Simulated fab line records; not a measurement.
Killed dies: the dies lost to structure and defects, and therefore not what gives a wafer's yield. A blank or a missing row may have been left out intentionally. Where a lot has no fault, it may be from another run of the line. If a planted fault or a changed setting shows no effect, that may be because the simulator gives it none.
Chamber matching || flow n5-finfet || N5_BEOL_M8_DEP_56 on pecvd-03 has 3 sister chambers
The step deposits SiCN from 3MS/NH3, target thk 10 nm, time 17.5 s. 20 wafers are shown with their chamber, then 10 later ones without.

## WAFERS, EACH WITH ITS CHAMBER
{"wafer": "L075.3", "chamber": 0, "showerhead-plenum-p-Torr (Torr)": 3.683, "throttle-valve-pct (%)": 8.9, "rf-fwd-power-W (W)": 199.7}
{"wafer": "L075.4", "chamber": 1, "showerhead-plenum-p-Torr (Torr)": 3.678, "throttle-valve-pct (%)": 9.5, "rf-fwd-power-W (W)": 200.0}
{"wafer": "L075.5", "chamber": 2, "showerhead-plenum-p-Torr (Torr)": 3.651, "throttle-valve-pct (%)": 8.9, "rf-fwd-power-W (W)": 199.2}
{"wafer": "L077.1", "chamber": 1, "showerhead-plenum-p-Torr (Torr)": 3.684, "throttle-valve-pct (%)": 9.6, "rf-fwd-power-W (W)": 200.0}
{"wafer": "L077.3", "chamber": 0, "showerhead-plenum-p-Torr (Torr)": 3.679, "throttle-valve-pct (%)": 8.8, "rf-fwd-power-W (W)": 199.3}
{"wafer": "L077.5", "chamber": 1, "showerhead-plenum-p-Torr (Torr)": 3.682, "throttle-valve-pct (%)": 9.3, "rf-fwd-power-W (W)": 200.7}
{"wafer": "L078.1", "chamber": 2, "showerhead-plenum-p-Torr (Torr)": 3.662, "throttle-valve-pct (%)": 8.8, "rf-fwd-power-W (W)": 199.6}
{"wafer": "L078.3", "chamber": 1, "showerhead-plenum-p-Torr (Torr)": 3.691, "throttle-valve-pct (%)": 9.6, "rf-fwd-power-W (W)": 200.7}
{"wafer": "L078.6", "chamber": 1, "showerhead-plenum-p-Torr (Torr)": 3.692, "throttle-valve-pct (%)": 9.2, "rf-fwd-power-W (W)": 200.6}
{"wafer": "L083.1", "chamber": 1, "showerhead-plenum-p-Torr (Torr)": 3.693, "throttle-valve-pct (%)": 9.4, "rf-fwd-power-W (W)": 200.2}
{"wafer": "L083.2", "chamber": 0, "showerhead-plenum-p-Torr (Torr)": 3.682, "throttle-valve-pct (%)": 9.0, "rf-fwd-power-W (W)": 200.7}
{"wafer": "L083.4", "chamber": 1, "showerhead-plenum-p-Torr (Torr)": 3.681, "throttle-valve-pct (%)": 9.4, "rf-fwd-power-W (W)": 199.8}
{"wafer": "L084.3", "chamber": 0, "showerhead-plenum-p-Torr (Torr)": 3.682, "throttle-valve-pct (%)": 9.1, "rf-fwd-power-W (W)": 199.7}
{"wafer": "L084.5", "chamber": 2, "showerhead-plenum-p-Torr (Torr)": 3.664, "throttle-valve-pct (%)": 8.8, "rf-fwd-power-W (W)": 198.4}
{"wafer": "L084.6", "chamber": 0, "showerhead-plenum-p-Torr (Torr)": 3.681, "throttle-valve-pct (%)": 9.0, "rf-fwd-power-W (W)": 199.8}
{"wafer": "L085.2", "chamber": 1, "showerhead-plenum-p-Torr (Torr)": 3.681, "throttle-valve-pct (%)": 9.4, "rf-fwd-power-W (W)": 199.7}
{"wafer": "L085.4", "chamber": 1, "showerhead-plenum-p-Torr (Torr)": 3.679, "throttle-valve-pct (%)": 9.1, "rf-fwd-power-W (W)": 200.1}
{"wafer": "L085.6", "chamber": 1, "showerhead-plenum-p-Torr (Torr)": 3.678, "throttle-valve-pct (%)": 9.4, "rf-fwd-power-W (W)": 200.3}
{"wafer": "L086.1", "chamber": 0, "showerhead-plenum-p-Torr (Torr)": 3.688, "throttle-valve-pct (%)": 8.9, "rf-fwd-power-W (W)": 200.9}
{"wafer": "L086.2", "chamber": 1, "showerhead-plenum-p-Torr (Torr)": 3.680, "throttle-valve-pct (%)": 9.1, "rf-fwd-power-W (W)": 200.4}

SIGNATURES, as means of the wafers listed above
{"reading": "showerhead-plenum-p-Torr", "chamber 0": 3.68250, "chamber 1": 3.68355, "chamber 2": 3.65900, "scatter within a chamber": 0.00526}
{"reading": "throttle-valve-pct", "chamber 0": 8.950, "chamber 1": 9.364, "chamber 2": 8.833, "scatter within a chamber": 0.147}
{"reading": "rf-fwd-power-W", "chamber 0": 200.017, "chamber 1": 200.227, "chamber 2": 199.067, "scatter within a chamber": 0.482}
Rule: for each reading, subtract the chamber's mean from the wafer's reading, divide by that reading's scatter and square the result; add these up over the readings and take the root, which gives the wafer's distance from the chamber. If the next closest chamber is less than 2 further off than the closest, the wafer can't be placed; otherwise it belongs to the closest. The scatter is the square root of a quotient: the sum, over the shown wafers, of each reading's squared deviation from its chamber's mean, divided by wafers minus chambers.

## WAFERS WITH NO CHAMBER GIVEN
{"wafer": "L086.4", "showerhead-plenum-p-Torr (Torr)": 3.686, "throttle-valve-pct (%)": 9.0, "rf-fwd-power-W (W)": 200.1}
{"wafer": "L087.2", "showerhead-plenum-p-Torr (Torr)": 3.677, "throttle-valve-pct (%)": 9.6, "rf-fwd-power-W (W)": 199.5}
{"wafer": "L087.5", "showerhead-plenum-p-Torr (Torr)": 3.679, "throttle-valve-pct (%)": 8.9, "rf-fwd-power-W (W)": 200.3}
{"wafer": "L087.6", "showerhead-plenum-p-Torr (Torr)": 3.690, "throttle-valve-pct (%)": 9.4, "rf-fwd-power-W (W)": 199.3}
{"wafer": "L091.4", "showerhead-plenum-p-Torr (Torr)": 3.663, "throttle-valve-pct (%)": 8.6, "rf-fwd-power-W (W)": 200.3}
{"wafer": "L091.5", "showerhead-plenum-p-Torr (Torr)": 3.682, "throttle-valve-pct (%)": 9.1, "rf-fwd-power-W (W)": 200.0}
{"wafer": "L091.6", "showerhead-plenum-p-Torr (Torr)": 3.674, "throttle-valve-pct (%)": 9.2, "rf-fwd-power-W (W)": 199.2}
{"wafer": "L093.1", "showerhead-plenum-p-Torr (Torr)": 3.649, "throttle-valve-pct (%)": 9.0, "rf-fwd-power-W (W)": 199.3}
{"wafer": "L093.4", "showerhead-plenum-p-Torr (Torr)": 3.688, "throttle-valve-pct (%)": 9.1, "rf-fwd-power-W (W)": 199.6}
{"wafer": "L093.5", "showerhead-plenum-p-Torr (Torr)": 3.684, "throttle-valve-pct (%)": 9.3, "rf-fwd-power-W (W)": 199.9}

## THE CHAMBER EACH PASSED THROUGH
{"wafer": "L086.4", "from the rows above": "can't be placed: 0 or 1", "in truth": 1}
{"wafer": "L087.2", "from the rows above": 1, "in truth": 1}
{"wafer": "L087.5", "from the rows above": 0, "in truth": 0}
{"wafer": "L087.6", "from the rows above": "can't be placed: 1 or 0", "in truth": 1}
{"wafer": "L091.4", "from the rows above": "can't be placed: 2 or 0", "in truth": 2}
{"wafer": "L091.5", "from the rows above": "can't be placed: 0 or 1", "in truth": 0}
{"wafer": "L091.6", "from the rows above": "can't be placed: 0 or 1 or 2", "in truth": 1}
{"wafer": "L093.1", "from the rows above": 2, "in truth": 2}
{"wafer": "L093.4", "from the rows above": "can't be placed: 0 or 1", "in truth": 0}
{"wafer": "L093.5", "from the rows above": "can't be placed: 1 or 0", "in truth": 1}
3 of 10 placed correctly. Unplaceable from these rows: 7, with the true chamber sitting among the candidates in 7. Wrongly placed: 0.
